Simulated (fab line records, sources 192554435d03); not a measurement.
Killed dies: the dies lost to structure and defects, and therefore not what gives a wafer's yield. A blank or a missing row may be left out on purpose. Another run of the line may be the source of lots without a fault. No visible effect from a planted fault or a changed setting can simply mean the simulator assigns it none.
Chamber matching | flow n5_finfet | N5_MOL_CONTACT_COAG_ETCH_105 on rie_diel-01: 4 sister chambers
The step etches SiARC in CF4, target depth 15.6 nm, time 26 s. 16 wafers are shown with their chamber, then 8 later ones without.

== WAFERS PAIRED WITH THEIR CHAMBERS ==
wafer  | chamber | drypump_motor_current_A (A) | throttle_valve_pct (%) | showerhead_plenum_p_Torr (Torr)
L075.1 | 2       | 6.4                         | 15.59                  | 2.20
L075.4 | 3       | 5.3                         | 15.58                  | 2.13
L075.5 | 3       | 5.3                         | 15.60                  | 2.13
L076.2 | 3       | 5.3                         | 15.61                  | 2.13
L076.3 | 0       | 5.5                         | 15.30                  | 2.17
L076.6 | 2       | 6.3                         | 15.60                  | 2.20
L077.1 | 0       | 5.5                         | 15.31                  | 2.16
L077.2 | 1       | 6.1                         | 15.88                  | 2.14
L077.4 | 2       | 6.3                         | 15.60                  | 2.20
L082.2 | 3       | 5.3                         | 15.60                  | 2.12
L082.3 | 0       | 5.5                         | 15.33                  | 2.16
L082.6 | 3       | 5.3                         | 15.62                  | 2.12
L086.1 | 2       | 6.3                         | 15.63                  | 2.19
L086.2 | 3       | 5.3                         | 15.62                  | 2.12
L086.5 | 3       | 5.3                         | 15.62                  | 2.12
L089.2 | 0       | 5.5                         | 15.35                  | 2.16

SIGNATURES (means of the wafers above)
reading                  | chamber 0 | chamber 1 | chamber 2 | chamber 3 | scatter within a chamber
drypump_motor_current_A  | 5.500     | 6.100     | 6.325     | 5.300     | 0.025
throttle_valve_pct       | 15.3225   | 15.8800   | 15.6050   | 15.6071   | 0.0176
showerhead_plenum_p_Torr | 2.1625    | 2.1400    | 2.1975    | 2.1243    | 0.00518
Rule: for a wafer and a chamber, the distance is found by dividing, reading by reading, the gap between the wafer's reading and the chamber's mean by the reading's scatter, squaring, summing and taking the root. The wafer belongs to the nearest chamber; if the next one is less than 2 further off, it can't be placed. How the scatter is found: for the shown wafers, subtract from each reading the mean of its chamber, square and add these, divide the total by (wafers less chambers), then take the root.

== WAFERS MISSING THEIR CHAMBER ==
wafer  | drypump_motor_current_A (A) | throttle_valve_pct (%) | showerhead_plenum_p_Torr (Torr)
L089.4 | 6.3                         | 15.66                  | 2.19
L089.6 | 5.5                         | 15.36                  | 2.16
L090.1 | 6.1                         | 15.94                  | 2.13
L090.2 | 6.4                         | 15.66                  | 2.19
L090.6 | 5.3                         | 15.67                  | 2.12
L096.1 | 6.1                         | 15.98                  | 2.13
L096.4 | 6.4                         | 15.68                  | 2.18
L096.5 | 5.4                         | 15.38                  | 2.15

== WHICH CHAMBER EACH WENT THROUGH ==
wafer  | from the rows above | in truth
L089.4 | 2                   | 2
L089.6 | 0                   | 0
L090.1 | 1                   | 1
L090.2 | 2                   | 2
L090.6 | 3                   | 3
L096.1 | 1                   | 1
L096.4 | 2                   | 2
L096.5 | 0                   | 0
8 of 8 placed correctly. Number that these rows cannot place: 0. Wrongly placed: 0.
